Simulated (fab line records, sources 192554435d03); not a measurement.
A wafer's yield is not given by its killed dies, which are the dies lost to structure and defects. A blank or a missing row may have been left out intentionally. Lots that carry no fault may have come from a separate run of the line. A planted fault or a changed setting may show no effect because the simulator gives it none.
fab line records :: flow n5Finfet :: part 2 of 2: steps 6 to 6 of 6
record:
  lots: 8
  wafers: 24
  lastDay: 18
route steps=1938 shown BEOL_M10@1511 BEOL_M15@1830 PASSIVATION@1936
lots with no fault: from the same line, run without faults
startH: the number of hours between the record's first day and the start of the first shown wafer of the lot :: waitH: hours from the lot's prior step to this one :: " unchanged from the row above :: L1.1+2: a row that stands for several wafers :: - value missing, or start not given :: * or withheld: withheld :: < > ~ a bound
route shown NAME@n: a module of which the file shows steps, and the number in the route of the first :: usual: mean and standard deviation over wafers with no fault :: same: alike in all rows :: chamber/n: place in a boat :: sites: per-site readings :: _std_site: the standard deviation of these :: _edge_site: outer sites' mean less inner sites' :: radiusMm: for every site, how far away it sits from the centre of the wafer :: mask NAME#n: copy n :: behind: tool/chamber where the wafer was last shaped :: hold: cause of the lot's hold/its duration in hours/its outcome :: device: transistor that didn't switch, given as n, p or np :: end of line: the route-end tests of the same wafers :: a step without rows: its recipe alone :: killed: the dies lost at the first sort to structure and to defects; this is not the yield of the wafer :: map: the dies of a wafer, with x for killed, . for not killed, _ for no die there
set.NAME: the setting that was run; set.NAME@STEP: the one run at that earlier step :: model.NAME: the simulator's own value behind a step, which no gauge read
steps of the route over a sample of lots; a table a step, a row a wafer
services: from which hour (startH, from the record's first day; less than 0 if before it) a tool's chamber was out of use, for how many hours, and why
== steps ==
step: N5_PASSIVATION_PROBE_49
usual:
  defectLimitedYield: 90.9/1.5
  killed_at_M0_to_M3: 36/10
  killed_at_M4_up: 13/5.5
  killedAtContacts: 12/5.6
  killedAtFrontEnd: 42/12
  killedAtOther: 4/3.2
  killedDies: 108/18
  killedOpen: 71/13
  killedShort: 34/7.8
  sort_bin_4_leakage: 0/0
  sort_bin_5_function: 5.4/1
  sort_bin_6_memory: 3.4/0.68
  sort_bin_8_speed: 0.00/0.0071
  sortNPass: 1072/18
  sortYieldPct: 90.9/1.5
same:
  grossDies: 1180
  killedAtBackSide: 0
lot.wafer: L748.1
tool: prober-02
chamber: -
startH: 289.16
waitH: 0.0
defectLimitedYield[%]: 91.6
killed_at_M0_to_M3: 22
killed_at_M4_up: 17
killedAtContacts: 7
killedAtFrontEnd: 44
killedAtOther: 9
killedDies: 99
killedOpen: 70
killedShort: 25
sort_bin_4_leakage[%]: 0.08
sort_bin_5_function[%]: 5.0
sort_bin_6_memory[%]: 3.2
sort_bin_8_speed[%]: 0
sortNPass: 1081
sortYieldPct[%]: 91.6

lot.wafer: L748.4
tool: prober-02
chamber: -
startH: 289.31
waitH: 0.2
defectLimitedYield[%]: 90.5
killed_at_M0_to_M3: 18
killed_at_M4_up: 18
killedAtContacts: 3
killedAtFrontEnd: 69
killedAtOther: 4
killedDies: 112
killedOpen: 69
killedShort: 34
sort_bin_4_leakage[%]: 0.08
sort_bin_5_function[%]: 5.2
sort_bin_6_memory[%]: 3.1
sort_bin_8_speed[%]: 0
sortNPass: 1068
sortYieldPct[%]: 90.5

lot.wafer: L748.6
tool: prober-02
chamber: -
startH: 289.41
waitH: 0.3
defectLimitedYield[%]: 92.6
killed_at_M0_to_M3: 14
killed_at_M4_up: 17
killedAtContacts: 2
killedAtFrontEnd: 51
killedAtOther: 3
killedDies: 87
killedOpen: 49
killedShort: 23
sort_bin_4_leakage[%]: 0.25
sort_bin_5_function[%]: 4.1
sort_bin_6_memory[%]: 2.0
sort_bin_8_speed[%]: 0
sortNPass: 1093
sortYieldPct[%]: 92.6

lot.wafer: L749.1
tool: prober-01
chamber: -
startH: 289.78
waitH: 0.0
defectLimitedYield[%]: 91.9
killed_at_M0_to_M3: 30
killed_at_M4_up: 16
killedAtContacts: 18
killedAtFrontEnd: 28
killedAtOther: 3
killedDies: 95
killedOpen: 69
killedShort: 25
sort_bin_4_leakage[%]: 0
sort_bin_5_function[%]: 4.7
sort_bin_6_memory[%]: 3.2
sort_bin_8_speed[%]: 0
sortNPass: 1085
sortYieldPct[%]: 91.9

lot.wafer: L749.3
tool: prober-01
chamber: -
startH: 289.88
waitH: 0.1
defectLimitedYield[%]: 89.5
killed_at_M0_to_M3: 56
killed_at_M4_up: 1
killedAtContacts: 5
killedAtFrontEnd: 58
killedAtOther: 4
killedDies: 124
killedOpen: 77
killedShort: 39
sort_bin_4_leakage[%]: 0
sort_bin_5_function[%]: 6.4
sort_bin_6_memory[%]: 3.0
sort_bin_8_speed[%]: 0
sortNPass: 1056
sortYieldPct[%]: 89.5

lot.wafer: L749.6
tool: prober-01
chamber: -
startH: 290.03
waitH: 0.3
defectLimitedYield[%]: 91.2
killed_at_M0_to_M3: 44
killed_at_M4_up: 9
killedAtContacts: 4
killedAtFrontEnd: 40
killedAtOther: 7
killedDies: 104
killedOpen: 70
killedShort: 26
sort_bin_4_leakage[%]: 0.25
sort_bin_5_function[%]: 5.3
sort_bin_6_memory[%]: 2.5
sort_bin_8_speed[%]: 0
sortNPass: 1076
sortYieldPct[%]: 91.2

lot.wafer: L750.3
tool: prober-01
chamber: -
startH: 315.97
waitH: 0.1
defectLimitedYield[%]: 92.8
killed_at_M0_to_M3: 27
killed_at_M4_up: 14
killedAtContacts: 8
killedAtFrontEnd: 34
killedAtOther: 2
killedDies: 85
killedOpen: 60
killedShort: 25
sort_bin_4_leakage[%]: 0
sort_bin_5_function[%]: 5.2
sort_bin_6_memory[%]: 2.0
sort_bin_8_speed[%]: 0.08
sortNPass: 1094
sortYieldPct[%]: 92.7

lot.wafer: L750.4
tool: prober-01
chamber: -
startH: 316.02
waitH: 0.2
defectLimitedYield[%]: 91.5
killed_at_M0_to_M3: 28
killed_at_M4_up: 24
killedAtContacts: 6
killedAtFrontEnd: 39
killedAtOther: 3
killedDies: 100
killedOpen: 69
killedShort: 23
sort_bin_4_leakage[%]: 0.42
sort_bin_5_function[%]: 5.2
sort_bin_6_memory[%]: 2.5
sort_bin_8_speed[%]: 0
sortNPass: 1080
sortYieldPct[%]: 91.5

lot.wafer: L750.5
tool: prober-01
chamber: -
startH: 316.07
waitH: 0.2
defectLimitedYield[%]: 91.9
killed_at_M0_to_M3: 25
killed_at_M4_up: 16
killedAtContacts: 8
killedAtFrontEnd: 44
killedAtOther: 3
killedDies: 96
killedOpen: 65
killedShort: 29
sort_bin_4_leakage[%]: 0
sort_bin_5_function[%]: 4.9
sort_bin_6_memory[%]: 3.0
sort_bin_8_speed[%]: 0
sortNPass: 1084
sortYieldPct[%]: 91.9

lot.wafer: L760.2
tool: prober-01
chamber: -
startH: 373.46
waitH: 0.1
defectLimitedYield[%]: 89.2
killed_at_M0_to_M3: 45
killed_at_M4_up: 14
killedAtContacts: 19
killedAtFrontEnd: 47
killedAtOther: 2
killedDies: 127
killedOpen: 75
killedShort: 48
sort_bin_4_leakage[%]: 0
sort_bin_5_function[%]: 5.7
sort_bin_6_memory[%]: 4.6
sort_bin_8_speed[%]: 0
sortNPass: 1053
sortYieldPct[%]: 89.2

lot.wafer: L760.3
tool: prober-01
chamber: -
startH: 373.51
waitH: 0.1
defectLimitedYield[%]: 93.1
killed_at_M0_to_M3: 41
killed_at_M4_up: 7
killedAtContacts: 14
killedAtFrontEnd: 19
killedAtOther: 0
killedDies: 81
killedOpen: 52
killedShort: 26
sort_bin_4_leakage[%]: 0
sort_bin_5_function[%]: 3.9
sort_bin_6_memory[%]: 2.6
sort_bin_8_speed[%]: 0
sortNPass: 1099
sortYieldPct[%]: 93.1

lot.wafer: L760.5
tool: prober-01
chamber: -
startH: 373.61
waitH: 0.2
defectLimitedYield[%]: 91.6
killed_at_M0_to_M3: 48
killed_at_M4_up: 9
killedAtContacts: 6
killedAtFrontEnd: 29
killedAtOther: 7
killedDies: 99
killedOpen: 55
killedShort: 41
sort_bin_4_leakage[%]: 0
sort_bin_5_function[%]: 5.1
sort_bin_6_memory[%]: 2.9
sort_bin_8_speed[%]: 0
sortNPass: 1081
sortYieldPct[%]: 91.6

lot.wafer: L761.2
tool: prober-02
chamber: -
startH: 380.91
waitH: 0.1
defectLimitedYield[%]: 89.9
killed_at_M0_to_M3: 54
killed_at_M4_up: 13
killedAtContacts: 13
killedAtFrontEnd: 26
killedAtOther: 13
killedDies: 119
killedOpen: 79
killedShort: 40
sort_bin_4_leakage[%]: 0
sort_bin_5_function[%]: 6.4
sort_bin_6_memory[%]: 3.1
sort_bin_8_speed[%]: 0
sortNPass: 1061
sortYieldPct[%]: 89.9

lot.wafer: L761.3
tool: prober-02
chamber: -
startH: 380.96
waitH: 0.1
defectLimitedYield[%]: 88.6
killed_at_M0_to_M3: 41
killed_at_M4_up: 22
killedAtContacts: 19
killedAtFrontEnd: 45
killedAtOther: 8
killedDies: 135
killedOpen: 94
killedShort: 39
sort_bin_4_leakage[%]: 0
sort_bin_5_function[%]: 7.5
sort_bin_6_memory[%]: 3.6
sort_bin_8_speed[%]: 0
sortNPass: 1045
sortYieldPct[%]: 88.6

lot.wafer: L761.6
tool: prober-02
chamber: -
startH: 381.11
waitH: 0.3
defectLimitedYield[%]: 90.6
killed_at_M0_to_M3: 45
killed_at_M4_up: 11
killedAtContacts: 10
killedAtFrontEnd: 40
killedAtOther: 5
killedDies: 111
killedOpen: 83
killedShort: 28
sort_bin_4_leakage[%]: 0
sort_bin_5_function[%]: 5.3
sort_bin_6_memory[%]: 3.9
sort_bin_8_speed[%]: 0
sortNPass: 1069
sortYieldPct[%]: 90.6

lot.wafer: L763.3
tool: prober-01
chamber: -
startH: 399.21
waitH: 0.1
defectLimitedYield[%]: 90.4
killed_at_M0_to_M3: 40
killed_at_M4_up: 8
killedAtContacts: 5
killedAtFrontEnd: 47
killedAtOther: 13
killedDies: 113
killedOpen: 73
killedShort: 38
sort_bin_4_leakage[%]: 0
sort_bin_5_function[%]: 5.8
sort_bin_6_memory[%]: 3.3
sort_bin_8_speed[%]: 0
sortNPass: 1067
sortYieldPct[%]: 90.4

lot.wafer: L763.4
tool: prober-01
chamber: -
startH: 399.26
waitH: 0.2
defectLimitedYield[%]: 92.6
killed_at_M0_to_M3: 38
killed_at_M4_up: 11
killedAtContacts: 7
killedAtFrontEnd: 24
killedAtOther: 7
killedDies: 87
killedOpen: 56
killedShort: 27
sort_bin_4_leakage[%]: 0
sort_bin_5_function[%]: 4.3
sort_bin_6_memory[%]: 2.9
sort_bin_8_speed[%]: 0
sortNPass: 1093
sortYieldPct[%]: 92.6

lot.wafer: L763.6
tool: prober-01
chamber: -
startH: 399.36
waitH: 0.3
defectLimitedYield[%]: 91.0
killed_at_M0_to_M3: 34
killed_at_M4_up: 10
killedAtContacts: 10
killedAtFrontEnd: 46
killedAtOther: 6
killedDies: 106
killedOpen: 71
killedShort: 32
sort_bin_4_leakage[%]: 0
sort_bin_5_function[%]: 4.3
sort_bin_6_memory[%]: 4.3
sort_bin_8_speed[%]: 0
sortNPass: 1074
sortYieldPct[%]: 91.0

lot.wafer: L765.2
tool: prober-01
chamber: -
startH: 410.77
waitH: 0.1
defectLimitedYield[%]: 90.8
killed_at_M0_to_M3: 33
killed_at_M4_up: 17
killedAtContacts: 16
killedAtFrontEnd: 42
killedAtOther: 1
killedDies: 109
killedOpen: 72
killedShort: 32
sort_bin_4_leakage[%]: 0
sort_bin_5_function[%]: 4.7
sort_bin_6_memory[%]: 3.9
sort_bin_8_speed[%]: 0
sortNPass: 1071
sortYieldPct[%]: 90.8

lot.wafer: L765.3
tool: prober-01
chamber: -
startH: 410.82
waitH: 0.1
defectLimitedYield[%]: 86.9
killed_at_M0_to_M3: 52
killed_at_M4_up: 20
killedAtContacts: 19
killedAtFrontEnd: 59
killedAtOther: 4
killedDies: 154
killedOpen: 106
killedShort: 47
sort_bin_4_leakage[%]: 0
sort_bin_5_function[%]: 8.4
sort_bin_6_memory[%]: 4.4
sort_bin_8_speed[%]: 0
sortNPass: 1026
sortYieldPct[%]: 86.9

lot.wafer: L765.4
tool: prober-01
chamber: -
startH: 410.87
waitH: 0.2
defectLimitedYield[%]: 91.1
killed_at_M0_to_M3: 30
killed_at_M4_up: 12
killedAtContacts: 26
killedAtFrontEnd: 37
killedAtOther: 0
killedDies: 105
killedOpen: 74
killedShort: 30
sort_bin_4_leakage[%]: 0
sort_bin_5_function[%]: 4.8
sort_bin_6_memory[%]: 4.0
sort_bin_8_speed[%]: 0
sortNPass: 1075
sortYieldPct[%]: 91.1

lot.wafer: L767.3
tool: prober-01
chamber: -
startH: 440.56
waitH: 0.1
defectLimitedYield[%]: 89.2
killed_at_M0_to_M3: 33
killed_at_M4_up: 17
killedAtContacts: 14
killedAtFrontEnd: 55
killedAtOther: 8
killedDies: 127
killedOpen: 84
killedShort: 41
sort_bin_4_leakage[%]: 0
sort_bin_5_function[%]: 5.8
sort_bin_6_memory[%]: 4.7
sort_bin_8_speed[%]: 0
sortNPass: 1053
sortYieldPct[%]: 89.2

lot.wafer: L767.5
tool: prober-01
chamber: -
startH: 440.66
waitH: 0.2
defectLimitedYield[%]: 91.3
killed_at_M0_to_M3: 34
killed_at_M4_up: 7
killedAtContacts: 18
killedAtFrontEnd: 35
killedAtOther: 9
killedDies: 103
killedOpen: 61
killedShort: 42
sort_bin_4_leakage[%]: 0
sort_bin_5_function[%]: 5.0
sort_bin_6_memory[%]: 3.3
sort_bin_8_speed[%]: 0
sortNPass: 1077
sortYieldPct[%]: 91.3

lot.wafer: L767.6
tool: prober-01
chamber: -
startH: 440.71
waitH: 0.3
defectLimitedYield[%]: 92.0
killed_at_M0_to_M3: 15
killed_at_M4_up: 14
killedAtContacts: 17
killedAtFrontEnd: 45
killedAtOther: 3
killedDies: 94
killedOpen: 61
killedShort: 32
sort_bin_4_leakage[%]: 0
sort_bin_5_function[%]: 4.8
sort_bin_6_memory[%]: 2.6
sort_bin_8_speed[%]: 0
sortNPass: 1086
sortYieldPct[%]: 92.0
killed by level:class
L748.1 FIN_SAQP:geometricParticle:open=17 FIN_SAQP:geometricParticle:short=10 DUMMY_GATE:geometricParticle:open=6 MOL_CONTACT_COAG:geometricParticle:open=6 BEOL_M1:geometricParticle:open=6 BEOL_M2:geometricParticle:open=5 BEOL_M5:geometricParticle:open=5 BEOL_M4:geometricParticle:open=4
L748.4 FIN_SAQP:geometricParticle:open=21 HKMG_FIN:areaEtch=8 BEOL_M4:geometricParticle:open=7 FIN_SAQP:geometricParticle:short=7 STI_FIN_REVEAL:geometricParticle:open=7 BEOL_M0_SAQP:geometricParticle:open=6 BEOL_M0_SAQP:geometricParticle:short=5 STARTING-WAFER:geometricParticle:open=5
L748.6 HKMG_FIN:areaEtch=10 STI_FIN_REVEAL:geometricParticle:open=6 FIN_SAQP:geometricParticle:short=5 FIN_SAQP:geometricParticle:open=4 SPACER0:geometricParticle:short=4 BEOL_M1:geometricParticle:open=4 STI_FIN_REVEAL:geometricParticle:short=3 DUMMY_GATE:geometricParticle:open=3
L749.1 MOL_CONTACT_COAG:geometricParticle:open=17 BEOL_M2:geometricParticle:open=7 FIN_SAQP:geometricParticle:open=6 BEOL_M0_SAQP:geometricParticle:short=6 BEOL_M0_SAQP:geometricParticle:open=6 BEOL_M1:geometricParticle:open=6 DUMMY_GATE:geometricParticle:open=4 STARTING-WAFER:geometricParticle:open=4
L749.3 FIN_SAQP:geometricParticle:open=19 BEOL_M2:geometricParticle:open=18 FIN_SAQP:geometricParticle:short=9 BEOL_M0_SAQP:geometricParticle:short=9 BEOL_M0_SAQP:geometricParticle:open=8 BEOL_M1:geometricParticle:open=8 HKMG_FIN:areaEtch=8 STI_FIN_REVEAL:geometricParticle:open=4
L749.6 BEOL_M2:geometricParticle:open=13 FIN_SAQP:geometricParticle:open=9 STI_FIN_REVEAL:geometricParticle:open=9 BEOL_M0:geometricParticle:open=9 BEOL_M0_SAQP:geometricParticle:open=6 BEOL_M0_SAQP:geometricParticle:short=5 HKMG_FIN:areaEtch=5 BEOL_M5:geometricParticle:open=4
L750.3 BEOL_M0_SAQP:geometricParticle:open=9 DUMMY_GATE:geometricParticle:open=8 BEOL_M0_SAQP:geometricParticle:short=7 FIN_SAQP:geometricParticle:open=6 MOL_CONTACT_COAG:geometricParticle:open=6 BEOL_M3:geometricParticle:open=5 BEOL_M2:geometricParticle:open=4 BEOL_M4:geometricParticle:open=4
L750.4 BEOL_M4:geometricParticle:open=9 FIN_SAQP:geometricParticle:open=8 BEOL_M0_SAQP:geometricParticle:open=6 FIN_SAQP:geometricParticle:short=5 DUMMY_GATE:geometricParticle:open=5 GATE_CUT:geometricParticle:open=5 BEOL_M1:geometricParticle:open=5 M10:areaAld=5
L750.5 FIN_SAQP:geometricParticle:open=14 FIN_SAQP:geometricParticle:short=10 BEOL_M1:geometricParticle:open=9 MOL_CONTACT_COAG:geometricParticle:open=8 BEOL_M3:geometricParticle:open=8 DUMMY_GATE:geometricParticle:open=7 BEOL_M4:geometricParticle:open=6 STARTING-WAFER:geometricParticle:open=4
L760.2 FIN_SAQP:geometricParticle:open=15 BEOL_M0_SAQP:geometricParticle:open=15 BEOL_M0_SAQP:geometricParticle:short=12 MOL_CONTACT_COAG:geometricParticle:open=12 MOL_CONTACT_COAG:geometricParticle:short=7 BEOL_M3:geometricParticle:short=7 BEOL_M4:geometricParticle:open=7 STI_FIN_REVEAL:geometricParticle:open=6
L760.3 BEOL_M0_SAQP:geometricParticle:short=14 BEOL_M2:geometricParticle:open=12 MOL_CONTACT_COAG:geometricParticle:open=10 BEOL_M0_SAQP:geometricParticle:open=10 MOL_CONTACT_COAG:geometricParticle:short=4 STARTING-WAFER:geometricParticle:open=4 BEOL_M4:geometricParticle:open=4 GATE_CUT:geometricParticle:short=3
L760.5 BEOL_M0_SAQP:geometricParticle:open=16 BEOL_M0_SAQP:geometricParticle:short=8 FIN_SAQP:geometricParticle:open=5 DUMMY_GATE:geometricParticle:open=5 BEOL_M1:geometricParticle:open=5 BEOL_M3:geometricParticle:open=5 MOL_CONTACT_COAG:geometricParticle:open=4 BEOL_M0:geometricParticle:short=4
L761.2 BEOL_M3:geometricParticle:open=18 BEOL_M0_SAQP:geometricParticle:short=15 STI_FIN_REVEAL:geometricParticle:open=10 MOL_CONTACT_COAG:geometricParticle:open=10 BEOL_M0_SAQP:geometricParticle:open=10 DUMMY_GATE:geometricParticle:open=6 BEOL_M1:geometricParticle:open=6 MIM_TOP:geometricParticle:short=5
L761.3 STI_FIN_REVEAL:geometricParticle:open=25 MOL_CONTACT_COAG:geometricParticle:open=14 BEOL_M0_SAQP:geometricParticle:short=9 BEOL_M0_SAQP:geometricParticle:open=9 BEOL_M4:geometricParticle:open=9 BEOL_M3:geometricParticle:open=7 MOL_CONTACT_COAG:geometricParticle:short=5 GATE_CUT:geometricParticle:short=4
L761.6 STI_FIN_REVEAL:geometricParticle:open=24 BEOL_M0_SAQP:geometricParticle:short=12 MOL_CONTACT_COAG:geometricParticle:open=9 BEOL_M0_SAQP:geometricParticle:open=9 BEOL_M3:geometricParticle:open=8 BEOL_M2:geometricParticle:open=5 BEOL_M0:geometricParticle:open=4 PASS1_CAP:geometricParticle:open=4
L763.3 FIN_SAQP:geometricParticle:short=14 FIN_SAQP:geometricParticle:open=11 BEOL_M0_SAQP:geometricParticle:short=11 BEOL_M2:geometricParticle:open=9 STI_FIN_REVEAL:geometricParticle:open=8 BEOL_M0_SAQP:geometricParticle:open=8 MIM_TOP_ETCH:geometricParticle:open=7 MOL_CONTACT_COAG:geometricParticle:open=5
L763.4 BEOL_M1:geometricParticle:open=11 BEOL_M0_SAQP:geometricParticle:short=9 MOL_CONTACT_COAG:geometricParticle:open=7 BEOL_M0_SAQP:geometricParticle:open=6 BEOL_M2:geometricParticle:open=6 STI_FIN_REVEAL:geometricParticle:open=5 BEOL_M5:geometricParticle:open=5 FIN_SAQP:geometricParticle:short=4
L763.6 STI_FIN_REVEAL:geometricParticle:open=11 MOL_CONTACT_COAG:geometricParticle:open=7 BEOL_M0_SAQP:geometricParticle:short=6 SPACER0:geometricParticle:open=6 BEOL_M3:geometricParticle:open=6 FIN_SAQP:geometricParticle:open=5 BEOL_M0_SAQP:geometricParticle:open=5 BEOL_M1:geometricParticle:open=5
L765.2 MOL_CONTACT_COAG:geometricParticle:open=13 BEOL_M3:geometricParticle:open=10 FIN_SAQP:geometricParticle:open=9 STI_FIN_REVEAL:geometricParticle:open=8 BEOL_M5:geometricParticle:open=8 FIN_SAQP:geometricParticle:short=7 BEOL_M0_SAQP:geometricParticle:short=7 BEOL_M2:geometricParticle:open=6
L765.3 BEOL_M2:geometricParticle:open=19 FIN_SAQP:geometricParticle:open=18 FIN_SAQP:geometricParticle:short=16 MOL_CONTACT_COAG:geometricParticle:open=13 BEOL_M4:geometricParticle:open=9 BEOL_M0_SAQP:geometricParticle:open=9 DUMMY_GATE:geometricParticle:open=7 MOL_CONTACT_COAG:geometricParticle:short=6
L765.4 MOL_CONTACT_COAG:geometricParticle:open=21 FIN_SAQP:geometricParticle:open=10 BEOL_M2:geometricParticle:open=10 FIN_SAQP:geometricParticle:short=9 MOL_CONTACT_COAG:geometricParticle:short=5 BEOL_M4:geometricParticle:open=5 STI_FIN_REVEAL:geometricParticle:open=4 BEOL_M0_SAQP:geometricParticle:short=4
L767.3 FIN_SAQP:geometricParticle:open=13 FIN_SAQP:geometricParticle:short=10 BEOL_M3:geometricParticle:open=10 BEOL_M0_SAQP:geometricParticle:open=10 STI_FIN_REVEAL:geometricParticle:open=9 MOL_CONTACT_COAG:geometricParticle:open=9 BEOL_M4:geometricParticle:open=7 MOL_CONTACT_COAG:geometricParticle:short=5
L767.5 MOL_CONTACT_COAG:geometricParticle:open=13 BEOL_M0_SAQP:geometricParticle:short=13 BEOL_M0_SAQP:geometricParticle:open=8 FIN_SAQP:geometricParticle:short=7 STI_FIN_REVEAL:geometricParticle:open=7 FIN_SAQP:geometricParticle:open=6 BEOL_M4:geometricParticle:open=5 MOL_CONTACT_COAG:geometricParticle:short=5
L767.6 STI_FIN_REVEAL:geometricParticle:open=14 MOL_CONTACT_COAG:geometricParticle:open=14 BEOL_M4:geometricParticle:open=6 FIN_SAQP:geometricParticle:short=5 FIN_SAQP:geometricParticle:open=5 BEOL_M1:geometricParticle:short=5 DUMMY_GATE:geometricParticle:open=4 ILD0:geometricParticle:open=4
== services ==
tool: aldMetal-04
chamber: -
startH: 218.32
hours: 1.2
kind: pm

tool: rieDiel-06
chamber: 0
startH: 220.63
hours: 6.6
kind: repair

tool: aldMetal-03
chamber: -
startH: 227.70
hours: 28.1
kind: pm

tool: rieDiel-05
chamber: 0
startH: 258.19
hours: 9.4
kind: repair

tool: aldMetal-03
chamber: 0
startH: 269.45
hours: 8.5
kind: repair

tool: aldMetal-04
chamber: 1
startH: 271.72
hours: 1.9
kind: repair

tool: pvdSputter-02
chamber: -
startH: 279.52
hours: 3.8
kind: repair

tool: rieDiel-06
chamber: 0
startH: 287.32
hours: -
kind: clean

tool: rieDiel-06
chamber: 0
startH: 287.32
hours: -
kind: consumableReplace:focusRing

tool: rieDiel-06
chamber: 0
startH: 287.32
hours: -
kind: consumableReplace:showerhead

tool: rieDiel-06
chamber: 0
startH: 287.32
hours: 29.1
kind: scheduledDown

tool: rieDiel-06
chamber: 0
startH: 287.32
hours: 29.1
kind: ventCycle

tool: pecvd-01
chamber: -
startH: 289.64
hours: 1.0
kind: repair

tool: aldMetal-03
chamber: 3
startH: 297.82
hours: 3.1
kind: repair

tool: rieDiel-05
chamber: 0
startH: 307.30
hours: 4.3
kind: repair

tool: aldMetal-03
chamber: 1
startH: 310.68
hours: 4.1
kind: repair

tool: pvdSputter-01
chamber: -
startH: 320.04
hours: 19.6
kind: repair

tool: rieDiel-06
chamber: 3
startH: 328.29
hours: 2.5
kind: repair

tool: aldMetal-01
chamber: -
startH: 337.25
hours: 14.0
kind: pm

tool: aldMetal-01
chamber: 0
startH: 337.25
hours: 14.0
kind: ventCycle

tool: aldMetal-04
chamber: -
startH: 345.51
hours: 3.0
kind: repair

tool: aldMetal-01
chamber: -
startH: 351.25
hours: 8.7
kind: pm

tool: pvdSputter-01
chamber: -
startH: 354.53
hours: 5.4
kind: repair

tool: pecvd-03
chamber: 0
startH: 357.77
hours: 12.8
kind: repair
== key ==
firstSign:
  step: N5_BEOL_M10_ALD_74
  reading: aldCycles
  direction: down
  sigmas: 99+
  usual: *
  struck: *
effect:
  step: N5_BEOL_M15_RC_MEAS_101
  reading: COMB_M10
  direction: up
  sigmas: 9.5
  usual: 1.4e-11
  struck: 4.3e-11
effect:
  step: N5_PASSIVATION_PROBE_49
  reading: sort_bin_4_leakage
  direction: up
  sigmas: 2.2
  usual: 0
  struck: 0.18
  wafersMoved: 3
metAt N5_BEOL_M10_ALD_74
struckLots L748,L749,L750
struckWafers L748.1,L748.4,L748.6,L749.1,L749.6,L750.4
notActingAt N5_BEOL_M10_STRIP_36,N5_BEOL_M10_DEGAS_44,N5_BEOL_M10_DEP_56
fault:
  kind: processParameterDrift
  tool: aldMetal-01
  chamber: -
  onsetH: 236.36
  steps: N5_BEOL_M10_ALD_74
  channel: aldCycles
  offset: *
  shape: step
  endH: 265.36
  scope: struckWafersOnly
  actsIn: *
  stated: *
